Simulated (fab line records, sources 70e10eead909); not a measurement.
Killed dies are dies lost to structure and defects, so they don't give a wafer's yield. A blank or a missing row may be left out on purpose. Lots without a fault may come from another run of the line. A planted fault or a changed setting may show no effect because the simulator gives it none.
A struck lot beside a sound one | flow nand_harc | 15 steps out of a route of 1159
Sound: wafers L330.3, L330.4, L330.5. Struck: wafers L342.1, L342.2, L342.4. The cause comes at the end.
At each step with rows: each side's tool, then ch and its chambers, then its first start. Under that, the readings that differ: sound wafers | struck wafers | difference of the means | sigmas: that difference in standard deviations of wafers without a fault.
alike: readings whose means differ by less than 2 such deviations, and words and numbers that are the same on both sides. not compared: withheld readings, readings that some wafer has no value for, bounds like >300 that may hide the same value, and numbers for which the record gives no deviation and whose values overlap.
The two part at a step that has a row with sigmas, a row that says differs or no value, or rows on one side only. Numbers that don't overlap but have no deviation are shown without sigmas and don't part them. A reading that every wafer of one side lacks parts them only if that side has two wafers or more.

first, 2 steps without rows for these wafers: NHARC_A_CONTACT_STRIP_104 (strips in CF4/CHF3); NHARC_A_CONTACT_STRIP_105 (strips in O2/COS).
NHARC_A_CONTACT_ETCH_106: etches the open film in CF4/O2, target depth 60 nm, overetch 6 nm, time 33 s.
  sound on rie_diel-01 ch 0,1,3, day 17 05:01; struck on rie_diel-13 ch 0,2,3, day 21 09:00
  alike: drypump_motor_current_A, oes_o_777_au, oes_product_au, rf_vpp_V, showerhead_plenum_p_Torr, throttle_valve_pct
  not compared: rf_hours_counter_h
NHARC_A_CONTACT_STRIP_82: strips in O2.
  sound on rie_diel-01 ch 0,1,3; struck on rie_diel-13 ch 1,2,3
  alike: drypump_motor_current_A, oes_product_au, rf_vpp_V, showerhead_plenum_p_Torr, throttle_valve_pct
  not compared: rf_hours_counter_h
then, 1 step without rows for these wafers: NHARC_A_CONTACT_STRIP_83 (strips in post etch residue remover, time 600 s).
NHARC_A_CONTACT_DEP_84: deposits aC, target thk 2000 nm.
  sound on acl_dep-01 ch 0, day 17 06:05; struck on acl_dep-01 ch 0, day 21 12:18
  alike: throttle_valve_pct
NHARC_A_CONTACT_DEP_85: deposits SiON, target thk 50 nm.
  sound on pecvd-03 ch 0,1,2, day 17 06:59; struck on pecvd-01 ch 0,1, day 21 13:37
  alike: heater_power_w
then, 5 steps without rows for these wafers: NHARC_A_CONTACT_DEHYDRATE_00 (time 120 s); NHARC_A_CONTACT_HMDS_01 (time 30 s); NHARC_A_CONTACT_COAT_86 (time 75 s); NHARC_A_CONTACT_COAT_87 (time 65 s); NHARC_A_CONTACT_COAT_02 (resist thk 90 nm).
NHARC_A_CONTACT_SOFTBAKE_03: time 55 s.
  sound on litho_track-06 ch 0, day 17 07:00; struck on litho_track-06 ch 0, day 21 13:00
  reading                  | sound                | struck               | difference | sigmas
  heater_power_total_W (W) | 188.78 188.33 188.31 | 185.57 185.50 185.51 | -2.95      | -23
then, 2 steps without rows for these wafers: NHARC_A_CONTACT_EBR_04; NHARC_END_SORT_01.

WHERE THEY PART
Only at NHARC_A_CONTACT_SOFTBAKE_03, within this record.

WHY: what the simulator had put in
Process parameter drift: litho_track-06, from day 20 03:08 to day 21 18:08, at NHARC_A_CONTACT_SOFTBAKE_03. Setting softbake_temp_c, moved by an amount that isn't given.
